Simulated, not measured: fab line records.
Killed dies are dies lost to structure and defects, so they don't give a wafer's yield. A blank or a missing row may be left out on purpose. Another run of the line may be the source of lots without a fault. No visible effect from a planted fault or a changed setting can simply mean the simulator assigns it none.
A struck lot beside a sound one -- flow n5-finfet -- 36 out of 1938 route steps
Sound: the wafers L868.1, L868.2, L868.4. Struck: wafer L872.3 (L872.1, L872.4, from the same lot, were not struck and are left out); the cause is given at the end.
At each step with rows: each side's tool, then ch and its chambers, then its first start. Under that, the readings that differ: sound wafers -- struck wafers -- difference of the means -- sigmas: that difference in standard deviations of wafers without a fault.
alike: readings with means less than 2 such deviations apart, plus words and numbers identical on both sides. not compared: withheld readings, readings lacking a value on some wafer, bounds such as >300 that could conceal the same value, and numbers that have no deviation in the record and whose values overlap.
The two part at a step that has a row with sigmas, a row that says differs or no value, or rows on one side only. Numbers that have no deviation but don't overlap get no sigmas and don't part them. A reading missing from all wafers of one side parts the sides only when that side holds two or more wafers.

first, 5 steps without rows for these wafers: N5_PASSIVATION_SOFTBAKE_25 (time 90 s); N5_PASSIVATION_EXPOSE_27 (exposes mask PAD, defocus 0 nm); N5_PASSIVATION_PEB_28; N5_PASSIVATION_DEVELOP_29 (develop time 60 s); N5_PASSIVATION_HARDBAKE_31 (time 120 s).
N5_PASSIVATION_CD_MEAS_30: target cd 4000 nm.
  sound on cd-sem-03 ch 0, day 14 17:10; struck on cd-sem-01 ch 0, day 15 22:40
  alike: cd-nm
N5_PASSIVATION_OVL_MEAS_63:
  sound on overlay-01 ch 0, day 14 17:12; struck on overlay-01 ch 0, day 15 22:41
  alike: PAD_OVL
N5_PASSIVATION_INSPECT_64: inspects for defects (macro).
  sound: defect-inspect-02 at day 14 17:14; struck: defect-inspect-01 at day 15 22:43
  alike: raw-defect-count
then, 1 step without rows for these wafers: N5_PASSIVATION_DESCUM_32 (chemistry O2, time 7.9 s).
N5_PASSIVATION_AL_ETCH_33: etches Al in Cl2/BCl3, stops on TaN, target depth 2800 nm, time 466.7 s.
  sound on rie-metal-02 ch 0, day 14 17:21; struck on rie-metal-03 ch 0, day 15 22:50
  alike: drypump-motor-current-A, oes-product-au, rf-fwd-power-W, throttle-valve-pct
  not compared: rf-hours-counter-h
then, 1 step without rows for these wafers: N5_PASSIVATION_ETCH_59 (etches TaN in Cl2/BCl3, target depth 65 nm, time 34.9 s).
N5_PASSIVATION_STRIP_34: strips in O2.
  sound on rie-diel-05 ch 0,1,3, day 14 18:22; struck on rie-diel-05 ch 0, day 15 23:21
reading,sound,struck,difference,sigmas
rf-hours-counter-h (h),49 209 83,221,+107,
  alike: drypump-motor-current-A, oes-product-au, rf-vpp-V, showerhead-plenum-p-Torr, throttle-valve-pct
N5_PASSIVATION_STRIP_51: strips in post etch residue remover, time 1200 s.
  sound on wet-bench-01 ch 2,4,6, day 14 18:26; struck on wet-bench-01 ch 2,4,6, day 15 23:25
then, 3 steps without rows for these wafers: N5_PASSIVATION_CLEAN_69 (cleans in IPA, time 180 s); N5_PASSIVATION_SRD_70 (time 30 s); N5_PASSIVATION_PECVD_53 (deposits SiO2 from TEOS/O2, target thk 800 nm, time 169.4 s).
N5_PASSIVATION_PECVD_35: deposits SiNx from SiH4/NH3/N2, target thk 700 nm, time 151.3 s.
  sound on pecvd-03 ch 1,2, day 14 18:58; struck on pecvd-03 ch 0, day 16 00:01
reading,sound,struck,difference,sigmas
throttle-valve-pct (%),27.0 29.0 29.3,32.3,+3.9,+2
  alike: heater-power-outer-w, heater-power-w, rf-fwd-power-W, showerhead-plenum-p-Torr
then, 8 steps without rows for these wafers: N5_PASSIVATION_HMDS_37 (time 60 s); N5_PASSIVATION_COAT_38; N5_PASSIVATION_EBR_40; N5_PASSIVATION_SOFTBAKE_39 (time 120 s); N5_PASSIVATION_EXPOSE_41 (exposes mask PASS OPEN, defocus 0 nm, target cd 40000 nm); N5_PASSIVATION_PEB_42; N5_PASSIVATION_DEVELOP_43 (develop time 60 s); N5_PASSIVATION_HARDBAKE_45 (time 120 s).
N5_PASSIVATION_CD_MEAS_44: target cd 40000 nm.
  sound on cd-sem-02 ch 0, day 14 19:25; struck on cd-sem-03 ch 0, day 16 00:38
  alike: cd-nm
N5_PASSIVATION_OVL_MEAS_66:
  sound on overlay-01 ch 0, day 14 19:26; struck on overlay-02 ch 0, day 16 00:40
reading,sound,struck,difference,sigmas
PASS_OPEN_OVL (nm),-1 -4 5,14,+14,+2
N5_PASSIVATION_DESCUM_46: chemistry O2, time 7.9 s.
  sound on rie-diel-06 ch 0,1,2, day 14 19:35; struck on rie-diel-03 ch 1, day 16 00:43
reading,sound,struck,difference,sigmas
rf-hours-counter-h (h),240 237 144,100,-107,
  alike: drypump-motor-current-A, oes-product-au, rf-fwd-power-W, rf-vpp-V, showerhead-plenum-p-Torr, throttle-valve-pct
N5_PASSIVATION_PASS_ETCH_47: etches SiNx in CF4/O2, target depth 770 nm, time 385 s.
  sound on rie-diel-06 ch 0,1,2, day 14 19:37; struck on rie-diel-03 ch 1, day 16 00:45
reading,sound,struck,difference,sigmas
rf-hours-counter-h (h),240 237 144,100,-107,
  alike: drypump-motor-current-A, mfc-ar-sccm, oes_o_777_au, oes-product-au, rf-fwd-power-W, rf-vpp-V, showerhead-plenum-p-Torr, throttle-valve-pct
then, 6 steps without rows for these wafers: N5_PASSIVATION_ETCH_54 (etches SiO2 in CHF3/O2, target depth 880 nm, time 440 s); N5_PASSIVATION_STRIP_48 (strips in O2); N5_PASSIVATION_STRIP_52 (strips in post etch residue remover, time 1200 s); N5_PASSIVATION_CLEAN_71 (cleans in IPA, time 180 s); N5_PASSIVATION_SRD_72 (time 30 s); N5_PASSIVATION_ANNEAL_56 (time 1800 s).
N5_PASSIVATION_PROBE_49:
  rows exist in the record for the struck wafers here (prober-01, day 16 03:52), but not for the sound ones

## WHERE THEY PART
Last at N5_PASSIVATION_PROBE_49 as far as this record goes, first at N5_PASSIVATION_PECVD_35.

WHY: what had been put in by the simulator
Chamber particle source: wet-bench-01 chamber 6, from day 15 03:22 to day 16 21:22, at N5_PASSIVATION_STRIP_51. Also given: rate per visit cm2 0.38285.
